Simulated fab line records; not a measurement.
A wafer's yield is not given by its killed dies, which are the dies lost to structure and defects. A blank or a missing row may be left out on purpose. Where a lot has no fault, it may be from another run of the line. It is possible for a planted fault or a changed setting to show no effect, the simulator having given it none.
3 desks looking at one fault | flow n5_finfet | every desk sees just its own numbers, and what lay behind them comes last

== AT THE METROLOGY DESK ==
What the gauges read, lot by lot, whatever tool the lot ran on: means of the sampled wafers that have a number. Any lot whose mean is over 4 standard deviations away from the usual mean is out of limits and marked OUT; that distance is given in the brackets. Shown here are 7 of its 14 readings, the ones lying furthest out on some lot.
Columns: A = DIBL_N at N5_BEOL_M4_RC_MEAS_101, usual 36.1 mV/V; B = DIBL_P at N5_BEOL_M4_RC_MEAS_101, usual 36.6 mV/V; C = IOFF_N at N5_BEOL_M4_RC_MEAS_101, usual 0.160 nA/um; D = ION_N at N5_BEOL_M4_RC_MEAS_101, usual 677 uA/um; E = SS_P at N5_BEOL_M4_RC_MEAS_101, usual 73.3 mV/dec; F = VT_N at N5_BEOL_M4_RC_MEAS_101, usual 249.1 mV; G = VT_P at N5_BEOL_M4_RC_MEAS_101, usual -250 mV
lot  | first seen here | A    | B    | C     | D   | E    | F     | G
L415 | day 7 06:29     | 35.4 | 34.3 | 0.124 | 662 | 73.3 | 253.6 | -254
L429 | day 10 19:44    | 38.0 | 38.3 | 0.186 | 690 | 74.3 | 246.8 | -250
L431 | day 10 22:10    | 36.4 | 37.8 | 0.162 | 673 | 73.4 | 248.6 | -252
L432 | day 10 22:18    | 35.9 | 37.4 | 0.165 | 685 | 74.2 | 248.9 | -255
L434 | day 11 20:21    | 35.2 | 36.3 | 0.157 | 677 | 73.3 | 247.1 | -247
L435 | day 12 00:47    | 36.8 | 38.2 | 0.166 | 674 | 73.5 | 249.1 | -252
Result from this desk: across the 6 lots, nothing is out of limits.

== THE DEFECT DESK ==
Lot by lot, what the route's inspections counted, given as the mean of those sampled wafers with a number. Any lot whose mean is over 4 standard deviations away from the usual mean is out of limits and marked OUT; that distance is given in the brackets.
Columns: A = raw_defect_count at N5_BEOL_M1_INSPECT_59, usual 72; B = raw_defect_count at N5_BEOL_M2_INSPECT_13, usual 408
lot  | first seen here | A  | B
L415 | day 7 06:31     | 58 | 344
L429 | day 10 19:46    | 51 | 370
L431 | day 10 22:11    | 94 | 475
L432 | day 10 22:20    | 58 | 380
L434 | day 11 20:22    | 79 | 457
L435 | day 12 00:49    | 69 | 375
Result from this desk: across the 6 lots, nothing is out of limits.

== DESK OF THE TOOL OWNER: litho_track-02 ==
The tool's own readings at N5_BEOL_M2_COAT_73 (time 60 s, resist thk 5 nm): means of the sampled wafers that have a number, for each lot that ran on this tool. Any lot whose mean is over 4 standard deviations away from the usual mean is out of limits and marked OUT; that distance is given in the brackets.
Columns: A = heater_power_total_W at N5_BEOL_M2_COAT_73, usual 391.5 W; B = spin_speed_rpm at N5_BEOL_M2_COAT_73, usual 1500.0 rpm
lot  | first seen here | A     | B
L429 | day 10 21:24    | 390.9 | 1499.8
L431 | day 10 23:14    | 390.1 | 1710.2 (+99 or more) OUT
L432 | day 11 00:19    | 392.2 | 1709.1 (+99 or more) OUT
This desk finds L431, L432 out of limits, L431 being first, at day 10 23:14 (spin_speed_rpm at N5_BEOL_M2_COAT_73). Within limits: L429.

== BROUGHT TOGETHER ==
At day 10 23:14, on L431, L432, the tool owner's desk was in a position to raise an alarm.
At the metrology desk, nothing out of limits was observed.
No out-of-limits result turned up at the defect desk.
The metrology desk has L431, L432 on record, within its limits.
The defect desk has L431, L432 on record, within its limits.
On litho_track-02, each named lot ran N5_BEOL_M2_COAT_73.

== WHAT THE SIMULATOR HAD INSERTED ==
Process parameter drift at N5_BEOL_M2_COAT_73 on litho_track-02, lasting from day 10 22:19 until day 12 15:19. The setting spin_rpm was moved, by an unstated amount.
Shown lots that were struck: L431, L432.
Delay in hours, fault start to first out-of-limits reading, by desk: the tool owner's desk at 1.
